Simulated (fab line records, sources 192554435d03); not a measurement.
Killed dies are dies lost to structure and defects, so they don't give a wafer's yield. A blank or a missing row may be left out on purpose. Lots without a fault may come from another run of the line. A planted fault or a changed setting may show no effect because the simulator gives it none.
Split-lot experiment | flow n5_finfet | 7 lots, 39 wafers read, on a route of 1938 steps

THE SPLIT
At N5_SD_EPI_N_ETCH_16 (etches SiO2 in CHF3/O2, target depth 5 nm), the setting target_depth_a was moved away from the recipe's 50 angstrom on 15 of the 39 wafers read, by -25.4% to +29.1%. The other wafers ran this setting at the recipe's value.

The reading is taken at the split's own step.

THE READING
SiARC_of_SD_EPI_N_COAT_33.thk_nm (the simulator's own value, which no gauge read), in nm, at N5_SD_EPI_N_ETCH_16 (etches SiO2 in CHF3/O2, target depth 5 nm). The file gives no usual value for it. The 24 wafers here that ran the recipe average 12.4 nm, standard deviation 0.2 nm.

wafer  | tool, chamber at the split | target_depth_a as run, angstrom | against the recipe | SiARC_of_SD_EPI_N_COAT_33.thk_nm, nm | against lot-mates on the recipe
L075.1 | rie_diel-02, 1             | 37.32                           | -25.4%             | 13.2                                 | +0.9
L075.2 | rie_diel-02, 3             | 50                              | recipe             | 12                                   | -
L075.3 | rie_diel-02, 0             | 37.32                           | -25.4%             | 13.8                                 | +1.5
L075.4 | rie_diel-02, 0             | 50                              | recipe             | 12.6                                 | -
L075.5 | rie_diel-02, 1             | 50                              | recipe             | 12.4                                 | -
L075.6 | rie_diel-02, 3             | 37.32                           | -25.4%             | 12.8                                 | +0.5
L084.2 | rie_diel-01, 0             | 50                              | recipe             | 12.2                                 | -
L084.4 | rie_diel-01, 2             | 50                              | recipe             | 12.4                                 | -
L084.6 | rie_diel-01, 0             | 50                              | recipe             | 12.4                                 | -
L086.1 | rie_diel-04, 2             | 60.27                           | +20.5%             | 11.4                                 | -0.7
L086.2 | rie_diel-04, 3             | 60.27                           | +20.5%             | 11.8                                 | -0.3
L086.3 | rie_diel-04, 1             | 60.27                           | +20.5%             | 11.4                                 | -0.7
L086.4 | rie_diel-04, 0             | 50                              | recipe             | 12                                   | -
L086.5 | rie_diel-04, 0             | 50                              | recipe             | 12                                   | -
L086.6 | rie_diel-04, 3             | 50                              | recipe             | 12.4                                 | -
L089.1 | rie_diel-01, 2             | 50                              | recipe             | 12.8                                 | -
L089.2 | rie_diel-01, 3             | 50                              | recipe             | 12.6                                 | -
L089.3 | rie_diel-01, 0             | 64.55                           | +29.1%             | 11.4                                 | -1.2
L089.4 | rie_diel-01, 1             | 50                              | recipe             | 12.4                                 | -
L089.5 | rie_diel-01, 0             | 64.55                           | +29.1%             | 11.4                                 | -1.2
L089.6 | rie_diel-01, 3             | 64.55                           | +29.1%             | 12                                   | -0.6
L090.1 | rie_diel-04, 1             | 38.68                           | -22.6%             | 13.6                                 | +1.1
L090.2 | rie_diel-04, 0             | 50                              | recipe             | 12.4                                 | -
L090.3 | rie_diel-04, 2             | 38.68                           | -22.6%             | 13.4                                 | +0.9
L090.4 | rie_diel-04, 3             | 50                              | recipe             | 12.6                                 | -
L090.5 | rie_diel-04, 1             | 38.68                           | -22.6%             | 13.6                                 | +1.1
L090.6 | rie_diel-04, 0             | 50                              | recipe             | 12.4                                 | -
L092.1 | rie_diel-01, 3             | 50                              | recipe             | 12.6                                 | -
L092.2 | rie_diel-01, 0             | 50                              | recipe             | 12.4                                 | -
L092.3 | rie_diel-01, 1             | 50                              | recipe             | 12.4                                 | -
L092.4 | rie_diel-01, 2             | 50                              | recipe             | 12.6                                 | -
L092.5 | rie_diel-01, 0             | 50                              | recipe             | 12.4                                 | -
L092.6 | rie_diel-01, 1             | 50                              | recipe             | 12.4                                 | -
L094.1 | rie_diel-04, 1             | 38.7                            | -22.6%             | 13.2                                 | +1.0
L094.2 | rie_diel-04, 2             | 50                              | recipe             | 12.2                                 | -
L094.3 | rie_diel-04, 0             | 38.7                            | -22.6%             | 12.6                                 | +0.4
L094.4 | rie_diel-04, 3             | 38.7                            | -22.6%             | 13.2                                 | +1.0
L094.5 | rie_diel-04, 2             | 50                              | recipe             | 12.2                                 | -
L094.6 | rie_diel-04, 3             | 50                              | recipe             | 12.2                                 | -

THE FIT
A straight line over all 39 wafers: SiARC_of_SD_EPI_N_COAT_33.thk_nm changes by -0.0348 nm for each +1% of target_depth_a; r = -0.89; the points scatter about the line by 0.27 nm.
The same after taking each lot's own level away (the mean of its wafers on the recipe; 39 wafers): -0.0363 nm for each +1%; r = -0.93; scatter 0.22 nm.
On that fit, the largest move of target_depth_a shifts the reading by 1.1 nm.
The lots' own levels span 12.13 to 12.60 nm, that is 2.3 times the standard deviation above.
So the lot-to-lot level changes the slope little: the two slopes agree.
Check: with one of the wafers moved furthest among these (+29.1%) left out of the fit, the line predicts -0.996 nm for it against its lot-mates. It came out at -1.2 nm against them.

OTHER SPLITS ON THESE WAFERS
These wafers also went through other splits before the reading. Each is held against what the fit with the lots' levels taken away leaves over:
other split on the same wafers | wafers away from the commonest value | r with SiARC_of_SD_EPI_N_COAT_33.thk_nm (lot level and that fit taken away)
N5_ZERO_LAYER_PECVD_02 time_s  | 15                                   | +0.07
N5_FIN_SAQP_ETCH_65 time_s     | 15                                   | +0.03

THE WHOLE CHAIN: every reading that the file lists as answering this split, in the file's order
step                | what it does                              | reading                                                                           | change (the file's fit)                | r (the file's)
N5_SD_EPI_N_ETCH_16 | etches SiO2 in CHF3/O2, target depth 5 nm | etch.depth_nm (the simulator's own value, which no gauge read)                    | +0.0508 nm for each +1% of the setting | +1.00
N5_SD_EPI_N_ETCH_16 | etches SiO2 in CHF3/O2, target depth 5 nm | SiARC_of_SD_EPI_N_COAT_33.thk_nm (the simulator's own value, which no gauge read) | -0.0366 nm for each +1% of the setting | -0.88

THE FILE'S OWN FIT
SiARC_of_SD_EPI_N_COAT_33.thk_nm changes by -0.0366 nm for each +1% of target_depth_a, r = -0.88.
